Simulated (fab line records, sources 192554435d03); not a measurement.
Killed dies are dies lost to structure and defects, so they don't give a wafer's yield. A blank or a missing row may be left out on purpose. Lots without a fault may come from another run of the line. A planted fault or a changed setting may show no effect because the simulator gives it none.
fab line records | flow n5_finfet
record lots=10 wafers=26 last_day=17
route steps=1938 shown SDB@361 DUMMY_REMOVAL@378 HKMG_FIN@390 BEOL_M4@1111
lots that met no fault: from a run of the same line without faults
start_h: hours from the record's first day to the start of the lot's first wafer shown | wait_h: hours since the lot's step before | " the same as in the row above | L1.1+2: a row that stands for several wafers | - no value, or no start given | * or withheld: withheld | < > ~ a bound
route shown NAME@n: a module of which the file shows steps, and the number in the route of the first | usual: mean/standard deviation of fault-free wafers | same: alike in all rows | chamber/n: place in a boat | sites: the reading at each site | _std_site: their standard deviation | _edge_site: outer sites' mean less inner sites' | radius_mm: how far each site lies from the wafer's centre | mask NAME#n: copy n | behind: the tool/chamber that last shaped the wafer | hold: why the lot was held/for how many hours/how that ended | device: the transistor (n, p or np) that didn't switch | end of line: the same wafers' tests at the end of the route | a step without rows: its recipe alone | killed: dies lost to structure and defects at the first sort, not the wafer's yield | map: a wafer's dies, x killed, . not, _ none there
set.NAME: the setting as run; set.NAME@STEP: as run at that earlier step | model.NAME: the simulator's own value behind a step, which no gauge read
steps of the route over a sample of lots; a table a step, a row a wafer
services: from which hour (start_h, from the record's first day; less than 0 if before it) a tool's chamber was out of use, for how many hours, and why
## steps
# step N5_SDB_ETCH_18
# recipe chemistry=N2/H2 target=SOC target_depth_a=1000 overetch_a=200 mask_material=SiARC temp_c=40 time_s=150 ion_energy_ev=200 pressure_mtorr=30 source_w=840 bias_w=150 n2_flow_sccm=200 h2_flow_sccm=200
# usual drypump_motor_current_A=5.7/0.46 oes_product_au=0.68/0.061 rf_vpp_V=525.0/1.9 showerhead_plenum_p_Torr=2.58/0.071 throttle_valve_pct=17.86/0.22
# columns lot.wafer tool chamber start_h wait_h drypump_motor_current_A oes_product_au rf_hours_counter_h rf_vpp_V showerhead_plenum_p_Torr throttle_valve_pct
L840.2 rie_diel-04 2 80.78 0.0 4.8 0.63 201 527.5 2.63 18.23
L840.4 " 1 " " 5.1 0.64 192 525.8 2.62 18.05
L841.2 rie_diel-06 3 85.72 0.0 5.8 0.68 154 523.8 2.54 17.98
L841.3 " 3 " " 5.8 0.68 - 523.4 2.54 18.00
L844.1 rie_diel-04 1 101.74 0.0 5.1 0.64 199 526.3 2.62 18.06
L844.5 " 1 " " 5.1 0.65 - 524.8 2.62 18.07
L844.6 " 2 " " 4.8 0.63 - 526.7 2.62 18.24
L846.1 rie_diel-06 0 114.76 0.0 5.7 0.71 107 525.2 2.57 17.62
L846.3 " 3 " " 5.8 0.67 167 523.7 2.54 18.01
L847.1 rie_diel-04 3 121.39 0.0 5.4 0.63 244 522.6 2.49 17.75
L847.2 " 2 " " 4.8 0.63 215 525.2 2.62 18.25
L847.5 " 1 " " 5.1 0.64 - 526.4 2.61 18.08
L852.5 rie_diel-06 1 151.02 0.1 6.2 0.63 - 522.6 2.49 17.71
L852.6 " 2 " " 6.0 0.68 - 527.5 2.68 17.64
L853.1 rie_diel-04 2 156.18 0.0 4.8 0.62 231 527.0 2.61 18.28
L853.2 " 1 " " 5.1 0.63 222 525.0 2.61 18.12
L853.5 " 2 " " 4.8 0.61 - 525.5 2.61 18.27
L854.2 rie_diel-04 2 161.39 0.0 4.8 0.62 234 526.9 2.61 18.28
L854.4 " 2 " " 4.8 0.61 - 526.1 2.61 18.27
L854.6 " 0 " " 5.9 0.86 - 522.8 2.52 17.67
L859.1 rie_diel-05 0 192.73 0.0 6.1 0.66 198 526.9 2.63 17.65
L859.3 " 2 " " 6.4 0.72 103 527.9 2.68 17.72
L859.6 " 2 " " 6.3 0.72 - 525.6 2.68 17.73
L860.2 rie_diel-05 2 199.80 0.0 6.3 0.72 106 526.6 2.67 17.75
L860.3 " 0 " " 6.0 0.66 201 525.6 2.63 17.68
L860.6 " 3 " " 5.7 0.82 - 529.3 2.73 17.82
# step N5_SDB_INSPECT_36
# recipe inspect_instrument=darkfield mode=post_cmp
# usual raw_defect_count=38/17
# columns lot.wafer tool chamber start_h wait_h raw_defect_count
L840.2 defect_inspect-02 - 84.84 0.0 41
L840.4 " - " " 24
L841.2 defect_inspect-01 - 89.69 0.0 33
L841.3 " - " " 41
L844.1 defect_inspect-02 - 105.80 0.0 82
L844.5 " - " " 54
L844.6 " - " " 117
L846.1 defect_inspect-01 - 118.58 0.0 38
L846.3 " - " " 47
L847.1 defect_inspect-01 - 125.52 0.0 31
L847.2 " - " " 35
L847.5 " - " " 47
L852.5 defect_inspect-02 - 155.01 0.0 24
L852.6 " - " " 29
L853.1 defect_inspect-02 - 159.95 0.0 11
L853.2 " - " " 40
L853.5 " - " " 46
L854.2 defect_inspect-01 - 165.17 0.0 37
L854.4 " - " " 38
L854.6 " - " " 42
L859.1 defect_inspect-02 - 196.64 0.0 35
L859.3 " - " " 29
L859.6 " - " " 39
L860.2 defect_inspect-02 - 203.63 0.0 28
L860.3 " - " " 28
L860.6 " - " " 24
# step N5_DUMMY_REMOVAL_STRIP_10
# recipe chemistry=N2/H2 time_s=40 power_w=100 temp_c=40 pressure_mtorr=100 rf_frequency_hz=6e+07 bias_power_w=3 n2_flow_sccm=300 h2_flow_sccm=300
# usual drypump_motor_current_A=5.8/0.34 oes_product_au=0.75/0.059 rf_vpp_V=45.1/0.83 showerhead_plenum_p_Torr=3.35/0.1 throttle_valve_pct=12.28/0.23
# columns lot.wafer tool chamber start_h wait_h drypump_motor_current_A oes_product_au rf_hours_counter_h rf_vpp_V showerhead_plenum_p_Torr throttle_valve_pct
L840.2 rie_diel-01 0 84.96 0.0 5.7 0.71 210 45.8 3.34 12.10
L840.4 " 1 " " 5.5 0.75 159 46.8 3.36 12.32
L841.2 rie_diel-03 3 89.76 0.0 5.7 0.76 163 44.9 3.20 12.07
L841.3 " 1 " " 6.3 0.78 140 45.8 3.51 12.45
L844.1 rie_diel-01 2 105.87 0.0 6.3 0.78 129 47.1 3.28 12.35
L844.5 " 3 " " 5.4 0.75 - 45.3 3.38 12.30
L844.6 " 0 " " 5.7 0.71 - 45.4 3.34 12.14
L846.1 rie_diel-03 3 118.64 0.0 5.8 0.74 172 43.8 3.20 12.09
L846.3 " 1 " " 6.3 0.77 149 43.7 3.51 12.45
L847.1 rie_diel-03 0 125.59 0.0 5.7 0.74 169 45.4 3.50 12.21
L847.2 " 2 " " 6.0 0.70 233 43.8 3.17 12.56
L847.5 " 0 " " 5.7 0.73 - 44.6 3.50 12.21
L852.5 rie_diel-01 0 155.11 0.0 5.7 0.69 - 45.8 3.33 12.17
L852.6 " 3 " " 5.4 0.73 - 43.5 3.37 12.29
L853.1 rie_diel-03 0 160.09 0.0 5.7 0.74 178 45.0 3.50 12.24
L853.2 " 3 " " 5.8 0.73 185 45.1 3.19 12.13
L853.5 " 2 " " 6.0 0.69 - 46.0 3.16 12.59
L854.2 rie_diel-02 3 165.24 0.0 5.3 0.80 85 44.0 3.40 11.85
L854.4 " 1 " " 5.8 0.94 18 45.7 3.30 11.87
L854.6 " 3 " " 5.3 0.80 - 45.0 3.40 11.84
L859.1 rie_diel-02 2 196.83 0.0 5.2 0.70 201 45.1 3.35 12.50
L859.3 " 1 " " 5.8 0.92 27 45.4 3.30 11.89
L859.6 " 3 " " 5.4 0.79 - 45.5 3.39 11.87
L860.2 rie_diel-03 1 203.88 0.0 6.3 0.74 176 45.4 3.49 12.54
L860.3 " 2 " " 6.0 1.02 1 44.7 3.56 11.97
L860.6 " 3 " " 5.8 0.73 - 45.5 3.19 12.16
# step N5_HKMG_FIN_COAT_41
# recipe resist=SOC temp_c=250 time_s=60 spin_rpm=1500 resist_thk_nm=300
# usual chill_plate_temp_C=22.97/0.11 heater_power_total_W=500.6/1.7 plate_temp_C=250.01/0.18
# columns lot.wafer tool chamber start_h wait_h chill_plate_temp_C heater_power_total_W plate_temp_C
L840.2 litho_track-01 0 86.28 - 22.93 497.3 249.98
L840.4 " 0 " " 22.96 498.5 250.09
L841.2 litho_track-04 0 91.47 - 22.97 498.0 249.68
L841.3 " 0 " " 22.89 503.3 249.91
L844.1 litho_track-05 0 107.21 - 22.90 498.7 249.72
L844.5 " 0 " " 23.02 501.1 249.82
L844.6 " 0 " " 22.94 499.6 249.75
L846.1 litho_track-04 0 119.74 - 23.00 501.8 249.86
L846.3 " 0 " " 22.96 499.5 249.83
L847.1 litho_track-01 0 126.76 - 22.97 502.3 249.99
L847.2 " 0 " " 22.93 503.2 249.84
L847.5 " 0 " " 22.66 500.9 250.02
L852.5 litho_track-01 0 156.38 - 22.95 503.2 249.85
L852.6 " 0 " " 22.87 502.3 249.93
L853.1 litho_track-04 0 161.43 - 22.77 839.1 267.13
L853.2 " 0 " " 22.99 835.9 267.16
L853.5 " 0 " " 22.73 839.0 267.15
L854.2 litho_track-04 0 166.54 - 23.06 837.1 267.20
L854.4 " 0 " " 22.94 839.7 267.47
L854.6 " 0 " " 22.90 839.4 267.55
L859.1 litho_track-01 0 197.93 - 22.91 502.7 249.88
L859.3 " 0 " " 22.98 501.5 249.95
L859.6 " 0 " " 23.01 502.8 250.18
L860.2 litho_track-05 0 204.98 - 22.99 498.6 249.91
L860.3 " 0 " " 23.03 499.0 250.02
L860.6 " 0 " " 23.02 501.0 249.91
# step N5_BEOL_M4_RC_MEAS_101
# usual DIBL_N=37.5/2 DIBL_P=37.5/2.5 IOFF_N=0.18/0.042 IOFF_P=0.24/0.046 ION_N=677/15 ION_P=464/9.5 SS_N=72.0/0.76 SS_P=73.6/0.79 VT_N=249/3.5 VT_P=-249/3.2
# columns lot.wafer tool chamber start_h wait_h DIBL_N[mV/V] DIBL_P[mV/V] IOFF_N[nA/um] IOFF_P[nA/um] ION_N[uA/um] ION_P[uA/um] SS_N[mV/dec] SS_P[mV/dec] VT_N[mV] VT_P[mV]
L840.2 prober-01 0 173.71 0.2 34.7 34.3 0.14 0.18 698 476 71.2 72.8 254 -251
L840.4 " 0 " " 38.8 37.2 0.21 0.21 670 459 73.5 73.6 247 -253
L841.2 prober-01 0 181.31 0.2 36.9 37.5 0.16 0.20 657 451 72.8 73.8 251 -256
L841.3 " 0 " " 37.5 39.2 0.18 0.23 670 455 72.1 74.4 249 -250
L844.1 prober-02 0 202.69 0.0 37.3 36.9 0.17 0.24 678 469 71.4 74.0 249 -249
L844.5 " 0 " " 39.1 38.0 0.20 0.26 684 472 72.7 74.2 248 -247
L844.6 " 0 " " 34.8 35.0 0.13 0.23 650 454 71.0 74.0 250 -248
L846.1 prober-02 0 216.10 0.0 34.7 33.6 0.12 0.16 657 454 70.5 71.5 257 -252
L846.3 " 0 " " 42.7 45.1 0.30 0.38 694 473 73.4 75.7 243 -241
L847.1 prober-02 0 221.05 0.0 38.8 39.8 0.21 0.29 691 475 71.1 74.3 243 -242
L847.2 " 0 " " 38.0 37.3 0.18 0.24 677 465 71.7 73.2 252 -247
L847.5 " 0 " " 39.1 39.7 0.19 0.28 667 468 71.3 74.1 247 -245
L852.5 prober-02 0 245.34 0.6 39.6 38.8 0.26 0.28 677 460 73.7 73.7 247 -246
L852.6 " 0 " " 34.4 33.9 0.14 0.20 685 464 71.8 72.4 250 -251
L853.1 prober-01 0 248.21 0.0 41.2 41.2 0.24 0.31 666 450 72.3 74.2 249 -248
L853.2 " 0 " " 37.0 36.4 0.16 0.24 676 465 71.5 73.9 248 -248
L853.5 " 0 " " 40.0 39.8 0.22 0.28 691 476 72.2 73.6 247 -248
L854.2 prober-02 0 253.53 0.2 35.3 34.4 0.12 0.18 661 461 71.0 72.3 254 -252
L854.4 " 0 " " 36.3 35.7 0.15 0.20 688 476 71.4 72.5 252 -255
L854.6 " 0 " " 35.2 34.0 0.12 0.17 648 452 71.3 72.6 257 -254
L859.1 prober-02 0 294.48 0.0 39.4 38.3 0.23 0.24 708 470 72.3 74.6 244 -249
L859.3 " 0 " " 37.3 34.9 0.18 0.19 685 465 71.6 72.8 248 -250
L859.6 " 0 " " 37.4 36.5 0.18 0.20 693 467 72.1 73.8 247 -251
L860.2 prober-01 0 305.41 0.2 39.4 39.4 0.22 0.25 683 457 72.8 74.8 244 -249
L860.3 " 0 " " 34.4 34.4 0.12 0.18 672 465 71.4 73.1 251 -254
L860.6 " 0 " " 39.7 40.4 0.23 0.28 697 474 72.3 74.5 241 -249
## services
# columns tool chamber start_h hours kind
rie_diel-02 1 78.97 - clean
rie_diel-02 1 78.97 - consumable_replace:focus_ring
rie_diel-02 1 78.97 27.7 scheduled_down
rie_diel-02 1 78.97 27.7 vent_cycle
rie_diel-06 1 80.31 8.1 repair
rie_diel-06 0 81.71 7.0 repair
rie_diel-06 3 86.99 2.4 repair
rie_diel-06 2 88.53 27.7 repair
rie_diel-01 2 96.68 7.6 repair
rie_diel-04 0 110.81 - clean
rie_diel-04 0 110.81 - consumable_replace:focus_ring
rie_diel-04 0 110.81 37.8 scheduled_down
rie_diel-04 0 110.81 37.8 vent_cycle
rie_diel-05 3 131.35 - clean
rie_diel-05 3 131.35 - consumable_replace:focus_ring
rie_diel-01 0 137.19 2.4 repair
rie_diel-04 3 148.63 - clean
rie_diel-04 3 148.63 - consumable_replace:focus_ring
rie_diel-04 3 148.63 22.8 scheduled_down
rie_diel-04 3 148.63 22.8 vent_cycle
rie_diel-01 3 176.74 8.3 repair
rie_diel-03 2 181.29 - clean
rie_diel-03 2 181.29 - consumable_replace:focus_ring
rie_diel-03 2 181.29 - consumable_replace:showerhead
## key
first_sign step=N5_HKMG_FIN_COAT_41 reading=heater_power_total_W direction=up sigmas=99+ usual=* struck=*
effect step=N5_HKMG_FIN_COAT_41 reading=plate_temp_C direction=up sigmas=96 usual=* struck=*
met_at N5_HKMG_FIN_COAT_41
struck_lots L853,L854
not_acting_at N5_SDB_ETCH_18,N5_SDB_INSPECT_36,N5_DUMMY_REMOVAL_STRIP_10
onset_between 119.74 161.43
fault kind=process_parameter_drift tool=litho_track-04 chamber=- onset_h=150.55 steps=N5_HKMG_FIN_COAT_41 channel=temp_c offset=* shape=step end_h=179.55 acts_in=* stated=*
